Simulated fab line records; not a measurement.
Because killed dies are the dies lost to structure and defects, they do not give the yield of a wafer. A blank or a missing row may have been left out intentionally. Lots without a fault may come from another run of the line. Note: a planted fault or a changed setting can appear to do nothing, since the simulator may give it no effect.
fab line records + flow n5_finfet
record
- lots=4
- wafers=12
- last_day=17
route steps=1938 shown MOL_CONTACT_COAG@558 BEOL_M4@1111 PASSIVATION@1936
lots that met no fault: from a run of the same line without faults
start_h: hours from the record's opening day to when the first of the lot's shown wafers began + wait_h: how many hours have passed since the lot's step before this one + " same as the row above + L1.1+2: a row that stands for several wafers + - no value, or no start was given + * or withheld: withheld + < > ~ a bound
route shown NAME@n: names a module that has steps shown in the file, with the first one's number in the route + usual: mean and standard deviation over wafers with no fault + same: alike in all rows + chamber/n: place in a boat + sites: the reading at each site + _std_site: the standard deviation of these + _edge_site: the outer-site mean with the inner-site mean subtracted + radius_mm: how far each site lies from the wafer's centre + mask NAME#n: copy n + behind: tool/chamber where the wafer was last shaped + hold: what put the lot on hold/how long, in hours/how the hold closed + device: names the non-switching transistor (n, p or np) + end of line: at the end of the route, the tests of the same wafers + a step given without rows: its recipe and nothing more + killed: dies that structure and defects cost at the first sort, which is not the same as the wafer's yield + map: per-die view of a wafer (x killed, . not killed, _ where there is no die)
set.NAME: the setting the step ran with; set.NAME@STEP: the setting that earlier step ran with + model.NAME: the simulator's own value behind a step, which no gauge read
a table for each step, a row for each wafer; lots at some steps of the route
services: from which hour (start_h, from the record's first day; less than 0 if before it) a tool's chamber was out of use, for how many hours, and why
## steps
# step N5_MOL_CONTACT_COAG_WET_ETCH_116
# recipe
- chemistry=SC1-inhibited
- target_depth_nm=4.6
- dry=ipa_marangoni
- rinse_time_s=30
- rinse_temp_c=23
# step N5_MOL_CONTACT_COAG_ALD_27
# recipe
- material=SiOC
- target_thk_a=170
- temp_c=400
- ald_precursor_family=carbosiloxane
- ald_co_reactant=H2-plasma
- pulse_time_s=1.5
- time_s=2720
- purge_time_s=2
- co_reactant_purge_time_s=2
- ald_cycles=340
- pressure_torr=2
# step N5_MOL_CONTACT_COAG_CMP_28
# recipe
- stop_on=SiNx
- t_overpolish_s=0.85
- post_cmp_clean=alkaline_brush
- down_force_psi=4.15
- platen_rpm=51.8
- pad_velocity_m_s=1.0307
- target_thk_nm=14.522
# step N5_MOL_CONTACT_COAG_ALD_123
# recipe
- material=SiNx
- target_thk_a=50
- temp_c=400
- ald_precursor_family=SiH2I2
- ald_co_reactant=N2/H2-plasma
- pulse_time_s=1
- purge_time_s=2
- co_reactant_purge_time_s=2
- ald_cycles=100
- pressure_torr=2
# step N5_MOL_CONTACT_COAG_PECVD_31
# recipe
- material=SiO2
- target_thk_a=460
- temp_c=400
- precursor=TEOS/O2
- pressure_torr=6.5
- rf_w=withheld
- teos_flow_sccm=withheld
- gas=O2
- flow_sccm=2650
- time_s=8.9
# step N5_MOL_CONTACT_COAG_COAT_75
# recipe
- resist=SOC
- temp_c=250
- time_s=60
- spin_rpm=1500
- resist_thk_nm=60
# step N5_MOL_CONTACT_COAG_COAT_76
# recipe
- resist=SiARC
- temp_c=220
- time_s=60
- spin_rpm=1500
- resist_thk_nm=10
# step N5_MOL_CONTACT_COAG_COAT_77
# recipe
- resist=underlayer
- temp_c=205
- time_s=60
- spin_rpm=1500
- resist_thk_nm=10
# step N5_MOL_CONTACT_COAG_COAT_78
# recipe
- resist=CAR-EUV
- spin_rpm=1500
- resist_thk_nm=40
# step N5_MOL_CONTACT_COAG_EBR_80
# recipe
- solvent=PGMEA
- ebr_width_mm=1.5
# step N5_MOL_CONTACT_COAG_SOFTBAKE_79
# recipe
- temp_c=110
- time_s=60
- resist=CAR-EUV
# step N5_MOL_CONTACT_COAG_EXPOSE_81
# recipe
- mask_id=VG
- na=0.33
- source_shape=annular
- sigma_inner=0.3
- sigma_outer=0.7
- polarization=unpolarized
- defocus_nm=0
- dose_mj=59.5
| lot.wafer  | tool           | chamber | start_h | wait_h | mask |
|------------|----------------|---------|---------|--------|------|
| L346.2+3+4 | euv_scanner-01 | 0       | 148.46  | -      | VG#0 |
| L354.2+3+5 | euv_scanner-01 | 0       | 199.63  | -      | VG#0 |
| L355.2+4+6 | euv_scanner-01 | 0       | 205.41  | -      | VG#0 |
| L357.1+5+6 | euv_scanner-02 | 0       | 214.96  | -      | VG#0 |
# step N5_MOL_CONTACT_COAG_PEB_82
# recipe
- peb_temp_c=100
- peb_time_s=60
- resist=CAR-EUV
# step N5_MOL_CONTACT_COAG_DEVELOP_83
# recipe
- develop_time_s=30
- developer=TMAH
- resist=CAR-EUV
- rinse_liquid=surfactant_rinse
- dry=air_spin
- dev_temp_c=23
# step N5_MOL_CONTACT_COAG_CD_MEAS_84
# recipe
- target_cd_nm=25.1
- landing_energy_ev=500
- detector=se_inlens
- polarity=opening
# usual
- cd_nm=25.17/0.24
| lot.wafer | tool      | chamber | start_h | wait_h | cd_nm |
|-----------|-----------|---------|---------|--------|-------|
| L346.2    | cd_sem-01 | 0       | 148.60  | -      | 25.10 |
| L346.3    | "         | 0       | "       | "      | 25.25 |
| L346.4    | "         | 0       | "       | "      | 24.98 |
| L354.2    | cd_sem-02 | 0       | 199.77  | -      | 9.39  |
| L354.3    | "         | 0       | "       | "      | 24.79 |
| L354.5    | "         | 0       | "       | "      | 8.67  |
| L355.2    | cd_sem-02 | 0       | 205.55  | -      | 9.65  |
| L355.4    | "         | 0       | "       | "      | 25.12 |
| L355.6    | "         | 0       | "       | "      | 25.44 |
| L357.1    | cd_sem-03 | 0       | 215.10  | -      | 25.27 |
| L357.5    | "         | 0       | "       | "      | 25.00 |
| L357.6    | "         | 0       | "       | "      | 25.01 |
# step N5_MOL_CONTACT_COAG_DESCUM_88
# recipe
- chemistry=O2
- time_s=7
- source_power_w=50
- bias_power_w=20
- pressure_mtorr=20
- rf_frequency_hz=2.712e+07
- temp_c=40
- resist=CAR-EUV
- o2_flow_sccm=225
# step N5_MOL_CONTACT_COAG_ETCH_89
# recipe
- chemistry=N2/H2
- target=underlayer
- target_depth_a=130
- mask_material=CAR-EUV
- time_s=10.4
- ion_energy_ev=200
- pressure_mtorr=30
- source_w=840
- bias_w=150
- n2_flow_sccm=200
- h2_flow_sccm=200
- ends=cleared
# step N5_MOL_CONTACT_COAG_ETCH_90
# recipe
- chemistry=CF4
- target=SiARC
- target_depth_a=130
- mask_material=CAR-EUV
- time_s=21.7
- ion_energy_ev=80
- pressure_mtorr=40
- source_w=545
- bias_w=36
- Ar_flow_sccm=100
- cf4_flow_sccm=100
- ends=cleared
# step N5_MOL_CONTACT_COAG_ALD_131
# recipe
- material=SiO2
- target_thk_a=50
- temp_c=100
- ald_precursor_family=BDEAS
- ald_co_reactant=O2-plasma
- pulse_time_s=1
- co_reactant_pulse_time_s=1
- purge_time_s=2
- co_reactant_purge_time_s=2
- ald_cycles=35
- pressure_torr=2
# step N5_MOL_CONTACT_COAG_ETCHBACK_132
# recipe
- chemistry=CHF3
- target=SiO2
- target_depth_a=100
- time_s=6.7
- ion_energy_ev=200
- pressure_mtorr=30
- source_w=610
- bias_w=170
- Ar_flow_sccm=200
- CHF3_flow_sccm=50
# step N5_MOL_CONTACT_COAG_ETCH_91
# recipe
- chemistry=N2/H2
- target=SOC
- target_depth_a=600
- overetch_a=210
- mask_material=SiARC
- temp_c=40
- time_s=101.2
- ion_energy_ev=200
- pressure_mtorr=30
- source_w=840
- bias_w=150
- n2_flow_sccm=200
- h2_flow_sccm=200
# step N5_MOL_CONTACT_COAG_STRIP_92
# recipe
- chemistry=N2/H2
- temp_c=40
- n2_flow_sccm=200
- h2_flow_sccm=200
- rf_frequency_hz=6e+07
# step N5_MOL_CONTACT_COAG_STRIP_93
# recipe
- chemistry=N2/H2
- temp_c=40
- n2_flow_sccm=200
- h2_flow_sccm=200
- rf_frequency_hz=6e+07
# step N5_MOL_CONTACT_COAG_ETCHBACK_135
# recipe
- chemistry=CHF3
- target=SiO2
- target_depth_a=250
- time_s=16.7
- ion_energy_ev=200
- pressure_mtorr=30
- source_w=610
- bias_w=170
- Ar_flow_sccm=200
- CHF3_flow_sccm=50
# step N5_MOL_CONTACT_COAG_STRIP_118
# recipe
- chemistry=CHF3
- resist=SiARC
- rf_frequency_hz=6e+07
# step N5_MOL_CONTACT_COAG_VIA_ETCH_46
# recipe
- chemistry=C4F6/O2
- target_depth_a=460
- overetch_a=92
- mask_material=SOC
- target=SiO2
- bias_w=455
- pressure_mtorr=10
- time_s=40
- source_w=325
- Ar_flow_sccm=300
- C4F6_flow_sccm=10
- O2_flow_sccm=10
- ion_energy_ev=575.3
- ends=end_point
# step N5_MOL_CONTACT_COAG_STRIP_96
# recipe
- chemistry=N2/H2
- power_w=500
- temp_c=40
- pressure_mtorr=50
- rf_frequency_hz=6e+07
- overash_fraction=0.3
- bias_power_w=28
- h2_frac=0.5
- n2_flow_sccm=300
- h2_flow_sccm=300
# step N5_MOL_CONTACT_COAG_ETCH_47
# recipe
- chemistry=CH3F/O2
- target=SiNx
- target_depth_a=270
- mask_material=SiO2
- stop_on=W
- over_etch_frac=0.2
- ion_energy_ev=120
- endpoint=OES-CN
- pressure_mtorr=30
- source_w=395
- bias_w=73
- Ar_flow_sccm=150
- CH3F_flow_sccm=30
- O2_flow_sccm=20
- ends=end_point
# step N5_MOL_CONTACT_COAG_STRIP_119
# recipe
- chemistry=N2/H2
- time_s=30
- power_w=1000
- temp_c=250
- pressure_mtorr=withheld
- n2_flow_sccm=1750
- h2_flow_sccm=3250
# step N5_MOL_CONTACT_COAG_PRECLEAN_144
# recipe
- chemistry=alkaline_clean
- temp_c=60
- time_s=60
- do_ppb=50
# step N5_MOL_CONTACT_COAG_SRD_145
# recipe
- dry=ipa_marangoni
- time_s=30
- temp_c=23
- rinse_liquid=diw
# step N5_MOL_CONTACT_COAG_CD_MEAS_137
# recipe
- target_cd_nm=16
# usual
- cd_nm=16.2/0.36
| lot.wafer | tool      | chamber | start_h | wait_h | cd_nm |
|-----------|-----------|---------|---------|--------|-------|
| L346.2    | cd_sem-03 | -       | 149.53  | 0.0    | 16.0  |
| L346.3    | "         | -       | "       | "      | 16.1  |
| L346.4    | "         | -       | "       | "      | 16.3  |
| L354.2    | cd_sem-01 | -       | 200.73  | 0.0    | 0.3   |
| L354.3    | "         | -       | "       | "      | 16.0  |
| L354.5    | "         | -       | "       | "      | 0.8   |
| L355.2    | cd_sem-03 | -       | 206.63  | 0.0    | 0.3   |
| L355.4    | "         | -       | "       | "      | 15.7  |
| L355.6    | "         | -       | "       | "      | 16.1  |
| L357.1    | cd_sem-01 | -       | 216.30  | 0.0    | 16.3  |
| L357.5    | "         | -       | "       | "      | 15.7  |
| L357.6    | "         | -       | "       | "      | 16.3  |
# step N5_MOL_CONTACT_COAG_COAT_62
# recipe
- resist=SOC
- temp_c=250
- time_s=60
- spin_rpm=1500
- resist_thk_nm=60
# step N5_MOL_CONTACT_COAG_COAT_63
# recipe
- resist=SiARC
- temp_c=220
- time_s=60
- spin_rpm=1500
- resist_thk_nm=10
# step N5_MOL_CONTACT_COAG_COAT_64
# recipe
- resist=underlayer
- temp_c=205
- time_s=60
- spin_rpm=1500
- resist_thk_nm=10
# step N5_MOL_CONTACT_COAG_COAT_34
# recipe
- resist=CAR-EUV
- spin_rpm=1500
- resist_thk_nm=40
# step N5_MOL_CONTACT_COAG_EBR_36
# recipe
- solvent=PGMEA
- ebr_width_mm=1.5
# step N5_MOL_CONTACT_COAG_SOFTBAKE_35
# recipe
- temp_c=110
- time_s=60
- resist=CAR-EUV
# step N5_MOL_CONTACT_COAG_EXPOSE_37
# recipe
- mask_id=VD
- na=0.33
- source_shape=annular
- sigma_inner=0.3
- sigma_outer=0.7
- polarization=unpolarized
- defocus_nm=0
- dose_mj=62
# step N5_BEOL_M4_RC_MEAS_101
# usual
- DIBL_N=36.2/2.4
- DIBL_P=36.2/2.6
- IOFF_N=0.16/0.045
- IOFF_P=0.21/0.046
- ION_N=674/17
- ION_P=463/11
- SS_N=71.5/0.77
- SS_P=73.1/0.76
- VT_N=250/3.9
- VT_P=-250/3.9
| lot.wafer | tool      | chamber | start_h | wait_h | DIBL_N[mV/V] | DIBL_P[mV/V] | IOFF_N[nA/um] | IOFF_P[nA/um] | ION_N[uA/um] | ION_P[uA/um] | SS_N[mV/dec] | SS_P[mV/dec] | VT_N[mV] | VT_P[mV] |
|-----------|-----------|---------|---------|--------|--------------|--------------|---------------|---------------|--------------|--------------|--------------|--------------|----------|----------|
| L346.2    | prober-02 | 0       | 240.86  | 0.2    | 33.0         | 34.8         | 0.11          | 0.15          | 671          | 462          | 70.8         | 71.3         | 256      | -256     |
| L346.3    | "         | 0       | "       | "      | 34.4         | 34.3         | 0.11          | 0.14          | 629          | 434          | 72.0         | 71.5         | 256      | -257     |
| L346.4    | "         | 0       | "       | "      | 36.4         | 38.0         | 0.14          | 0.18          | 659          | 457          | 72.1         | 73.3         | 252      | -253     |
| L354.3    | prober-02 | 0       | 259.50  | 0.3    | 36.7         | 33.9         | 0.14          | 0.20          | 637          | 439          | 71.9         | 73.2         | 254      | -251     |
| L355.4    | prober-02 | 0       | 277.09  | 0.5    | 37.6         | 36.3         | 0.18          | 0.22          | 655          | 439          | 71.3         | 73.6         | 250      | -251     |
| L355.6    | "         | 0       | "       | "      | 36.4         | 36.0         | 0.16          | 0.21          | 675          | 461          | 71.0         | 72.9         | 251      | -249     |
| L357.1    | prober-01 | 0       | 292.08  | 0.0    | 36.8         | 34.6         | 0.17          | 0.21          | 655          | 453          | 72.6         | 72.8         | 252      | -250     |
| L357.5    | "         | 0       | "       | "      | 36.9         | 37.5         | 0.18          | 0.25          | 694          | 483          | 71.2         | 73.4         | 248      | -246     |
| L357.6    | "         | 0       | "       | "      | 38.8         | 38.0         | 0.24          | 0.25          | 682          | 459          | 73.1         | 74.0         | 245      | -246     |
# step N5_PASSIVATION_PROBE_49
# usual
- defect_limited_yield=91.2/1.4
- killed_at_M0_to_M3=33/9.5
- killed_at_M4_up=13/4.7
- killed_at_contacts=11/5.3
- killed_at_front_end=42/12
- killed_at_other=5/3.3
- killed_dies=104/17
- killed_on_rim=14/4
- killed_open=67/12
- killed_short=33/7.7
- sort_bin_5_function=5.1/0.94
- sort_bin_6_memory=3.3/0.67
- sort_bin_8_speed=0.1/1.3
- sort_n_pass=1074/24
- sort_yield_pct=91.1/2
# same
- gross_dies=1180
- killed_at_back_side=0
- sort_bin_4_leakage[%]=0
| lot.wafer | tool      | chamber | start_h | wait_h | defect_limited_yield[%] | killed_at_M0_to_M3 | killed_at_M4_up | killed_at_contacts | killed_at_front_end | killed_at_other | killed_dies | killed_on_rim | killed_open | killed_short | sort_bin_5_function[%] | sort_bin_6_memory[%] | sort_bin_8_speed[%] | sort_n_pass | sort_yield_pct[%] |
|-----------|-----------|---------|---------|--------|-------------------------|--------------------|-----------------|--------------------|---------------------|-----------------|-------------|---------------|-------------|--------------|------------------------|----------------------|---------------------|-------------|-------------------|
| L346.2    | prober-02 | -       | 345.63  | 0.1    | 88.9                    | 44                 | 18              | 16                 | 47                  | 6               | 131         | 16            | 79          | 48           | 6.2                    | 4.4                  | 0                   | 1049        | 88.9              |
| L346.3    | prober-02 | -       | 345.68  | 0.1    | 89.6                    | 36                 | 12              | 19                 | 55                  | 1               | 123         | 18            | 80          | 41           | 6.5                    | 3.4                  | 15.3                | 877         | 74.3              |
| L346.4    | prober-02 | -       | 345.73  | 0.2    | 88.7                    | 34                 | 21              | 23                 | 48                  | 7               | 133         | 20            | 83          | 40           | 7.2                    | 3.6                  | 0                   | 1047        | 88.7              |
| L354.2    | prober-02 | -       | 391.85  | 0.1    | 0                       | 35                 | 5               | 1068               | 68                  | 4               | 1180        | 152           | 77          | 29           | 27.5                   | 3.6                  | 0                   | 0           | 0                 |
| L354.3    | prober-02 | -       | 391.90  | 0.1    | 91.8                    | 33                 | 8               | 2                  | 52                  | 2               | 97          | 18            | 69          | 27           | 4.6                    | 2.9                  | 0.9                 | 1072        | 90.8              |
| L354.5    | prober-02 | -       | 392.00  | 0.2    | 0                       | 38                 | 7               | 1053               | 79                  | 3               | 1180        | 152           | 71          | 52           | 28.3                   | 3.6                  | 0                   | 0           | 0                 |
| L355.2    | prober-01 | -       | 392.01  | 0.1    | 0                       | 29                 | 10              | 1108               | 27                  | 6               | 1180        | 152           | 58          | 27           | 26.9                   | 2.2                  | 0                   | 0           | 0                 |
| L355.4    | prober-01 | -       | 392.11  | 0.2    | 91.4                    | 32                 | 13              | 8                  | 43                  | 5               | 101         | 14            | 63          | 32           | 4.2                    | 3.3                  | 0                   | 1079        | 91.4              |
| L355.6    | prober-01 | -       | 392.21  | 0.3    | 89.2                    | 34                 | 15              | 19                 | 54                  | 6               | 128         | 16            | 87          | 41           | 6.3                    | 4.4                  | 0                   | 1052        | 89.2              |
| L357.1    | prober-01 | -       | 398.87  | 0.0    | 91.4                    | 44                 | 16              | 5                  | 30                  | 7               | 102         | 11            | 64          | 38           | 4.8                    | 3.6                  | 0                   | 1078        | 91.4              |
| L357.5    | prober-01 | -       | 399.07  | 0.2    | 90.8                    | 46                 | 11              | 10                 | 37                  | 5               | 109         | 14            | 74          | 34           | 6.3                    | 2.7                  | 0                   | 1071        | 90.8              |
| L357.6    | prober-01 | -       | 399.12  | 0.3    | 92.7                    | 35                 | 9               | 8                  | 26                  | 8               | 86          | 11            | 55          | 31           | 4.2                    | 2.8                  | 0                   | 1094        | 92.7              |
# killed by level:class
L346.2 BEOL_M0_SAQP:geometric_particle:short=16 BEOL_M0_SAQP:geometric_particle:open=14 MOL_CONTACT_COAG:geometric_particle:open=13 BEOL_M3:geometric_particle:open=9 STI_FIN_REVEAL:geometric_particle:open=8 FIN_SAQP:geometric_particle:short=7 DUMMY_GATE:geometric_particle:open=6 GATE_CUT:geometric_particle:open=5
L346.3 BEOL_M0_SAQP:geometric_particle:open=18 MOL_CONTACT_COAG:geometric_particle:open=16 STI_FIN_REVEAL:geometric_particle:open=15 FIN_SAQP:geometric_particle:short=11 BEOL_M0_SAQP:geometric_particle:short=9 GATE_CUT:geometric_particle:short=7 BEOL_M3:geometric_particle:open=6 GATE_CUT:geometric_particle:open=5
L346.4 MOL_CONTACT_COAG:geometric_particle:open=20 FIN_SAQP:geometric_particle:open=14 BEOL_M0_SAQP:geometric_particle:short=10 BEOL_M0_SAQP:geometric_particle:open=9 FIN_SAQP:geometric_particle:short=8 PASSIVATION:area_etch=6 GATE_CUT:geometric_particle:open=5 BEOL_M2:geometric_particle:open=5
L354.2 MOL_CONTACT_COAG:area_expose=1064 FIN_SAQP:geometric_particle:open=18 STI_FIN_REVEAL:geometric_particle:open=11 BEOL_M0_SAQP:geometric_particle:short=11 BEOL_M0_SAQP:geometric_particle:open=9 HKMG_FIN:area_etch=9 FIN_SAQP:geometric_particle:short=7 BEOL_M2:geometric_particle:open=7
L354.3 FIN_SAQP:geometric_particle:open=14 STI_FIN_REVEAL:geometric_particle:open=13 BEOL_M3:geometric_particle:open=10 FIN_SAQP:geometric_particle:short=6 BEOL_M2:geometric_particle:open=6 BEOL_M1:geometric_particle:open=5 STI_FIN_REVEAL:geometric_particle:short=4 BEOL_M0_SAQP:geometric_particle:open=4
L354.5 MOL_CONTACT_COAG:area_expose=1049 FIN_SAQP:geometric_particle:open=20 FIN_SAQP:geometric_particle:short=12 STI_FIN_REVEAL:geometric_particle:open=10 BEOL_M0_SAQP:geometric_particle:short=9 HKMG_FIN:area_etch=7 GATE_CUT:geometric_particle:open=6 BEOL_M2:geometric_particle:open=6
L355.2 MOL_CONTACT_COAG:area_expose=1095 BEOL_M0_SAQP:geometric_particle:open=10 STI_FIN_REVEAL:geometric_particle:open=9 MOL_CONTACT_COAG:geometric_particle:open=9 GATE_CUT:geometric_particle:short=6 BEOL_M1:geometric_particle:open=6 MOL_CONTACT_COAG:geometric_particle:short=4 BEOL_M0_SAQP:geometric_particle:short=4
L355.4 BEOL_M2:geometric_particle:open=10 BEOL_M0_SAQP:geometric_particle:short=9 FIN_SAQP:geometric_particle:open=7 FIN_SAQP:geometric_particle:short=6 MOL_CONTACT_COAG:geometric_particle:open=6 HKMG_FIN:area_etch=6 STI_FIN_REVEAL:geometric_particle:open=5 DUMMY_GATE:geometric_particle:open=5
L355.6 FIN_SAQP:geometric_particle:open=18 STI_FIN_REVEAL:geometric_particle:open=12 MOL_CONTACT_COAG:geometric_particle:open=12 BEOL_M0_SAQP:geometric_particle:open=8 MOL_CONTACT_COAG:geometric_particle:short=7 BEOL_M0_SAQP:geometric_particle:short=7 FIN_SAQP:geometric_particle:short=5 BEOL_M4:geometric_particle:open=5
L357.1 BEOL_M0_SAQP:geometric_particle:short=12 STI_FIN_REVEAL:geometric_particle:open=10 BEOL_M5:geometric_particle:open=7 BEOL_M0_SAQP:geometric_particle:open=7 BEOL_M2:geometric_particle:open=7 MOL_CONTACT_COAG:geometric_particle:open=5 DUMMY_GATE:geometric_particle:open=5 BEOL_M0:geometric_particle:open=5
L357.5 BEOL_M3:geometric_particle:open=14 STI_FIN_REVEAL:geometric_particle:open=14 BEOL_M2:geometric_particle:open=10 MOL_CONTACT_COAG:geometric_particle:open=8 GATE_CUT:geometric_particle:short=7 BEOL_M0_SAQP:geometric_particle:short=7 BEOL_M1:geometric_particle:open=6 FIN_SAQP:geometric_particle:short=4
L357.6 BEOL_M3:geometric_particle:open=11 STI_FIN_REVEAL:geometric_particle:open=7 BEOL_M0_SAQP:geometric_particle:open=7 MOL_CONTACT_COAG:geometric_particle:open=6 FIN_SAQP:geometric_particle:short=5 BEOL_M0_SAQP:geometric_particle:short=5 BEOL_M1:geometric_particle:open=4 BEOL_M2:geometric_particle:open=4
# map L354.2 (x killed, . not)
_________________xxxxxxxxxxxx________________
______________xxxxxxxxxxxxxxxxxx_____________
___________xxxxxxxxxxxxxxxxxxxxxxxx__________
__________xxxxxxxxxxxxxxxxxxxxxxxxxx_________
________xxxxxxxxxxxxxxxxxxxxxxxxxxxxxx_______
_______xxxxxxxxxxxxxxxxxxxxxxxxxxxxxxxx______
______xxxxxxxxxxxxxxxxxxxxxxxxxxxxxxxxxx_____
_____xxxxxxxxxxxxxxxxxxxxxxxxxxxxxxxxxxxx____
____xxxxxxxxxxxxxxxxxxxxxxxxxxxxxxxxxxxxxx___
___xxxxxxxxxxxxxxxxxxxxxxxxxxxxxxxxxxxxxxxx__
___xxxxxxxxxxxxxxxxxxxxxxxxxxxxxxxxxxxxxxxx__
__xxxxxxxxxxxxxxxxxxxxxxxxxxxxxxxxxxxxxxxxxx_
__xxxxxxxxxxxxxxxxxxxxxxxxxxxxxxxxxxxxxxxxxx_
_xxxxxxxxxxxxxxxxxxxxxxxxxxxxxxxxxxxxxxxxxxxx
_xxxxxxxxxxxxxxxxxxxxxxxxxxxxxxxxxxxxxxxxxxxx
_xxxxxxxxxxxxxxxxxxxxxxxxxxxxxxxxxxxxxxxxxxxx
_xxxxxxxxxxxxxxxxxxxxxxxxxxxxxxxxxxxxxxxxxxxx
_xxxxxxxxxxxxxxxxxxxxxxxxxxxxxxxxxxxxxxxxxxxx
_xxxxxxxxxxxxxxxxxxxxxxxxxxxxxxxxxxxxxxxxxxxx
_xxxxxxxxxxxxxxxxxxxxxxxxxxxxxxxxxxxxxxxxxxxx
_xxxxxxxxxxxxxxxxxxxxxxxxxxxxxxxxxxxxxxxxxxxx
__xxxxxxxxxxxxxxxxxxxxxxxxxxxxxxxxxxxxxxxxxx_
__xxxxxxxxxxxxxxxxxxxxxxxxxxxxxxxxxxxxxxxxxx_
___xxxxxxxxxxxxxxxxxxxxxxxxxxxxxxxxxxxxxxxx__
___xxxxxxxxxxxxxxxxxxxxxxxxxxxxxxxxxxxxxxxx__
____xxxxxxxxxxxxxxxxxxxxxxxxxxxxxxxxxxxxxx___
_____xxxxxxxxxxxxxxxxxxxxxxxxxxxxxxxxxxxx____
______xxxxxxxxxxxxxxxxxxxxxxxxxxxxxxxxxx_____
_______xxxxxxxxxxxxxxxxxxxxxxxxxxxxxxxx______
________xxxxxxxxxxxxxxxxxxxxxxxxxxxxxx_______
__________xxxxxxxxxxxxxxxxxxxxxxxxxx_________
___________xxxxxxxxxxxxxxxxxxxxxxxx__________
______________xxxxxxxxxxxxxxxxxx_____________
_________________xxxxxxxxxxxx________________
# map L355.2 (x killed, . not)
_________________xxxxxxxxxxxx________________
______________xxxxxxxxxxxxxxxxxx_____________
___________xxxxxxxxxxxxxxxxxxxxxxxx__________
__________xxxxxxxxxxxxxxxxxxxxxxxxxx_________
________xxxxxxxxxxxxxxxxxxxxxxxxxxxxxx_______
_______xxxxxxxxxxxxxxxxxxxxxxxxxxxxxxxx______
______xxxxxxxxxxxxxxxxxxxxxxxxxxxxxxxxxx_____
_____xxxxxxxxxxxxxxxxxxxxxxxxxxxxxxxxxxxx____
____xxxxxxxxxxxxxxxxxxxxxxxxxxxxxxxxxxxxxx___
___xxxxxxxxxxxxxxxxxxxxxxxxxxxxxxxxxxxxxxxx__
___xxxxxxxxxxxxxxxxxxxxxxxxxxxxxxxxxxxxxxxx__
__xxxxxxxxxxxxxxxxxxxxxxxxxxxxxxxxxxxxxxxxxx_
__xxxxxxxxxxxxxxxxxxxxxxxxxxxxxxxxxxxxxxxxxx_
_xxxxxxxxxxxxxxxxxxxxxxxxxxxxxxxxxxxxxxxxxxxx
_xxxxxxxxxxxxxxxxxxxxxxxxxxxxxxxxxxxxxxxxxxxx
_xxxxxxxxxxxxxxxxxxxxxxxxxxxxxxxxxxxxxxxxxxxx
_xxxxxxxxxxxxxxxxxxxxxxxxxxxxxxxxxxxxxxxxxxxx
_xxxxxxxxxxxxxxxxxxxxxxxxxxxxxxxxxxxxxxxxxxxx
_xxxxxxxxxxxxxxxxxxxxxxxxxxxxxxxxxxxxxxxxxxxx
_xxxxxxxxxxxxxxxxxxxxxxxxxxxxxxxxxxxxxxxxxxxx
_xxxxxxxxxxxxxxxxxxxxxxxxxxxxxxxxxxxxxxxxxxxx
__xxxxxxxxxxxxxxxxxxxxxxxxxxxxxxxxxxxxxxxxxx_
__xxxxxxxxxxxxxxxxxxxxxxxxxxxxxxxxxxxxxxxxxx_
___xxxxxxxxxxxxxxxxxxxxxxxxxxxxxxxxxxxxxxxx__
___xxxxxxxxxxxxxxxxxxxxxxxxxxxxxxxxxxxxxxxx__
____xxxxxxxxxxxxxxxxxxxxxxxxxxxxxxxxxxxxxx___
_____xxxxxxxxxxxxxxxxxxxxxxxxxxxxxxxxxxxx____
______xxxxxxxxxxxxxxxxxxxxxxxxxxxxxxxxxx_____
_______xxxxxxxxxxxxxxxxxxxxxxxxxxxxxxxx______
________xxxxxxxxxxxxxxxxxxxxxxxxxxxxxx_______
__________xxxxxxxxxxxxxxxxxxxxxxxxxx_________
___________xxxxxxxxxxxxxxxxxxxxxxxx__________
______________xxxxxxxxxxxxxxxxxx_____________
_________________xxxxxxxxxxxx________________
## services
| tool           | chamber | start_h | hours | kind        |
|----------------|---------|---------|-------|-------------|
| euv_scanner-02 | -       | 125.34  | 1.0   | pm          |
| euv_scanner-02 | -       | 157.85  | 5.8   | pm          |
| euv_scanner-01 | -       | 166.45  | 1.5   | repair      |
| euv_scanner-01 | -       | 177.78  | 1.0   | pm          |
| euv_scanner-02 | -       | 181.49  | 1.0   | pm          |
| euv_scanner-02 | -       | 182.50  | 4.6   | pm          |
| euv_scanner-01 | -       | 184.40  | 1.2   | repair      |
| euv_scanner-02 | 0       | 189.96  | -     | calibration |
| euv_scanner-01 | -       | 208.44  | 2.0   | repair      |
## key
first_sign
- step=N5_MOL_CONTACT_COAG_CD_MEAS_84
- reading=cd_nm
- direction=down
- sigmas=66
- usual=25.17
- struck=9.24
effect
- step=N5_MOL_CONTACT_COAG_CD_MEAS_137
- reading=cd_nm
- direction=down
- sigmas=43
- usual=16.2
- struck=0.5
effect
- step=N5_PASSIVATION_PROBE_49
- reading=killed_at_contacts
- direction=up
- sigmas=99+
- usual=11
- struck=1076
more_kills_born_at
- N5_MOL_CONTACT_COAG_EXPOSE_81@euv_scanner-01=3208
met_at N5_MOL_CONTACT_COAG_EXPOSE_81
struck_wafers L354.2,L354.5,L355.2
later_rows_left_out L354.2,L354.5,L355.2
onset_between 148.46 199.63
fault
- kind=process_parameter_drift
- tool=euv_scanner-01
- chamber=-
- onset_h=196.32
- steps=N5_MOL_CONTACT_COAG_EXPOSE_81
- channel=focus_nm
- offset=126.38
- shape=step
- end_h=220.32
- scope=struck_wafers_only
# later_rows_left_out: the simulator's readings of these wafers behind a module that went badly wrong aren't trusted and aren't shown, but for the sort
